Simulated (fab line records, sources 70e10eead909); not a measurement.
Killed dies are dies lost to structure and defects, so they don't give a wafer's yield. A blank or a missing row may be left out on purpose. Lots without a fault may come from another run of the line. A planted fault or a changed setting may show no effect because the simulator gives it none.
Chamber matching | flow nand_harc | NHARC_A_CHANNEL_FILL_D2_ETCHBACK_19 on rie_si-06: 4 sister chambers
The step etches the open film in HBr/Cl2, target depth 5 nm, time 1.7 s. 16 wafers are shown with their chamber, then 8 later ones without.

WAFERS WITH THEIR CHAMBER
wafer  | chamber | drypump_motor_current_A (A) | oes_product_au (a.u.) | throttle_valve_pct (%)
L075.1 | 2       | 6.1                         | 0.993                 | 26.413
L075.4 | 1       | 5.6                         | 1.006                 | 26.405
L075.6 | 0       | 5.4                         | 1.008                 | 26.414
L077.1 | 1       | 5.6                         | 0.999                 | 26.413
L077.2 | 2       | 6.1                         | 0.991                 | 26.407
L077.3 | 0       | 5.5                         | 1.008                 | 26.396
L081.1 | 0       | 5.5                         | 1.002                 | 26.400
L081.3 | 1       | 5.6                         | 1.009                 | 26.398
L081.5 | 1       | 5.5                         | 1.004                 | 26.418
L083.1 | 2       | 6.1                         | 0.994                 | 26.417
L083.2 | 0       | 5.5                         | 0.979                 | 26.393
L083.4 | 3       | 5.4                         | 0.976                 | 26.405
L086.1 | 1       | 5.6                         | 0.990                 | 26.389
L086.2 | 2       | 6.1                         | 0.998                 | 26.395
L086.5 | 2       | 6.1                         | 1.001                 | 26.425
L088.3 | 0       | 5.5                         | 1.018                 | 26.406

SIGNATURES (means of the wafers above)
reading                 | chamber 0 | chamber 1 | chamber 2 | chamber 3 | scatter within a chamber
drypump_motor_current_A | 5.480     | 5.580     | 6.100     | 5.400     | 0.0365
oes_product_au          | 1.00300   | 1.00160   | 0.99540   | 0.97600   | 0.00974
throttle_valve_pct      | 26.40180  | 26.40460  | 26.41140  | 26.40500  | 0.0105
Rule: a wafer's distance from a chamber is the root of the sum, over the readings, of the square of ((its reading less the chamber's mean) divided by the reading's scatter). The wafer belongs to the nearest chamber; if the next one is less than 2 further off, it can't be placed. The scatter: the root of (the sum of the squares of (reading less its chamber's mean) over the shown wafers, divided by (wafers less chambers)).

WAFERS WITHOUT THEIR CHAMBER
wafer  | drypump_motor_current_A (A) | oes_product_au (a.u.) | throttle_valve_pct (%)
L088.5 | 5.5                         | 0.990                 | 26.402
L088.6 | 6.1                         | 1.006                 | 26.388
L091.1 | 5.5                         | 1.015                 | 26.389
L091.2 | 5.4                         | 0.993                 | 26.405
L091.3 | 6.1                         | 1.017                 | 26.390
L095.3 | 6.1                         | 1.006                 | 26.405
L095.4 | 5.5                         | 1.005                 | 26.396
L095.5 | 5.4                         | 0.986                 | 26.412

WHICH CHAMBER EACH WENT THROUGH
wafer  | from the rows above          | in truth
L088.5 | can't be placed: 0 or 1 or 3 | 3
L088.6 | 2                            | 2
L091.1 | can't be placed: 0 or 1      | 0
L091.2 | can't be placed: 3 or 0      | 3
L091.3 | 2                            | 2
L095.3 | 2                            | 2
L095.4 | can't be placed: 0 or 1      | 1
L095.5 | can't be placed: 3 or 0      | 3
Placed correctly: 3 of 8. Can't be placed from these rows: 5 (the true chamber is among the candidates in 5). Placed wrongly: 0.
